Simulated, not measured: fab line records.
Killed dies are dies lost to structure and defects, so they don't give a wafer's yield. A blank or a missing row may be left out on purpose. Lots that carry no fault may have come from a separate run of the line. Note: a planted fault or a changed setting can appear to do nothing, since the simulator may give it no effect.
Split-lot experiment -- flow n5 finfet -- 39 wafers read across 7 lots, on a route 1938 steps long

ON THE SPLIT
At N5_BEOL_M4_VIA_ETCH_34 (etches the open film in C4F6/O2, target depth 69.4 nm, time 65.9 s), the setting target depth a was moved away from the recipe's 694 angstrom on 15 of the 39 wafers read, by -29.5% to +54.2%. The other wafers ran this setting at the recipe's value.

The reading comes from the split's own step.

THE READING
SOC_of_BEOL_M4_COAT_67.thk nm (the simulator's own value, which no gauge read), in nm, at N5_BEOL_M4_VIA_ETCH_34 (etches the open film in C4F6/O2, target depth 69.4 nm, time 65.9 s). There is no usual value for it anywhere in the file. Across the 24 wafers here that went through the recipe, the average is 51.9 nm and the standard deviation 0.21 nm.

wafer,"tool, chamber at the split","target depth a as run, angstrom",against the recipe,"SOC_of_BEOL_M4_COAT_67.thk nm, nm",against lot-mates on the recipe
L074.2,"rie diel-06, 1",694,recipe,51.8,-
L074.4,"rie diel-06, 0",694,recipe,51.8,-
L074.6,"rie diel-06, 0",694,recipe,51.8,-
L076.1,"rie diel-05, 3",694,recipe,52,-
L076.2,"rie diel-05, 2",694,recipe,52,-
L076.3,"rie diel-05, 1",694,recipe,51.8,-
L076.4,"rie diel-05, 2",694,recipe,52,-
L076.5,"rie diel-05, 1",694,recipe,51.8,-
L076.6,"rie diel-05, 3",694,recipe,51.8,-
L086.1,"rie diel-02, 0",694,recipe,51.6,-
L086.2,"rie diel-02, 2",561.7,-19.1%,53.4,+1.8
L086.3,"rie diel-02, 3",694,recipe,51.6,-
L086.4,"rie diel-02, 1",561.7,-19.1%,53.4,+1.8
L086.5,"rie diel-02, 1",694,recipe,51.6,-
L086.6,"rie diel-02, 2",561.7,-19.1%,53.2,+1.6
L090.1,"rie diel-06, 3",1070,+54.2%,47.6,-4.5
L090.2,"rie diel-06, 2",694,recipe,52.2,-
L090.3,"rie diel-06, 1",694,recipe,52,-
L090.4,"rie diel-06, 1",694,recipe,52,-
L090.5,"rie diel-06, 2",1070,+54.2%,48,-4.1
L090.6,"rie diel-06, 3",1070,+54.2%,47.8,-4.3
L093.1,"rie diel-05, 0",694,recipe,51.4,-
L093.2,"rie diel-05, 2",694,recipe,52,-
L093.3,"rie diel-05, 1",916.3,+32.0%,49.4,-2.3
L093.4,"rie diel-05, 3",916.3,+32.0%,49.2,-2.5
L093.5,"rie diel-05, 0",916.3,+32.0%,48.6,-3.1
L093.6,"rie diel-05, 1",694,recipe,51.8,-
L096.1,"rie diel-06, 0",694,recipe,51.8,-
L096.2,"rie diel-06, 3",489.2,-29.5%,54.4,+2.6
L096.3,"rie diel-06, 3",694,recipe,52,-
L096.4,"rie diel-06, 0",694,recipe,51.6,-
L096.5,"rie diel-06, 0",489.2,-29.5%,54.2,+2.4
L096.6,"rie diel-06, 3",489.2,-29.5%,54.2,+2.4
L092.1,"rie diel-02, 3",694,recipe,52.2,-
L092.2,"rie diel-02, 0",1044,+50.4%,48.2,-4.0
L092.3,"rie diel-02, 2",694,recipe,52.2,-
L092.4,"rie diel-02, 1",694,recipe,52.2,-
L092.5,"rie diel-02, 3",1044,+50.4%,48,-4.2
L092.6,"rie diel-02, 0",1044,+50.4%,48,-4.2

FIT RESULTS
A straight line over all 39 wafers: SOC_of_BEOL_M4_COAT_67.thk nm changes by -0.0777 nm for each +1% of target depth a; r = -0.99; the points scatter about the line by 0.23 nm.
The same after taking each lot's own level away (the mean of its wafers on the recipe; 39 wafers): -0.0818 nm for each +1%; r = -1.00; scatter 0.17 nm.
According to that fit, moving target depth a by its largest amount changes the reading by 4.4 nm.
The lots' own levels span 51.60 to 52.20 nm, that is 2.8 times the standard deviation above.
Consequently the slope shifts little with the lot-to-lot level, the two slopes agreeing.
Check: -4.4 nm against its lot-mates is what the line predicts for one of the wafers moved furthest among these (+54.2%) when that wafer is left out of the fit. Against them it came out at -4.47 nm.

THE WHOLE CHAIN: every reading that the file lists as answering this split, in the file's order
step,what it does,reading,change (the file's fit),r (the file's)
N5_BEOL_M4_VIA_ETCH_34,"etches the open film in C4F6/O2, target depth 69.4 nm, time 65.9 s","etch.depth nm (the simulator's own value, which no gauge read)",+0.692 nm for each +1% of the setting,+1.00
N5_BEOL_M4_VIA_ETCH_34,"etches the open film in C4F6/O2, target depth 69.4 nm, time 65.9 s","SOC_of_BEOL_M4_COAT_67.thk nm (the simulator's own value, which no gauge read)",-0.0815 nm for each +1% of the setting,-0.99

THE FILE'S OWN FIT
SOC_of_BEOL_M4_COAT_67.thk nm changes by -0.0815 nm for each +1% of target depth a, r = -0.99.
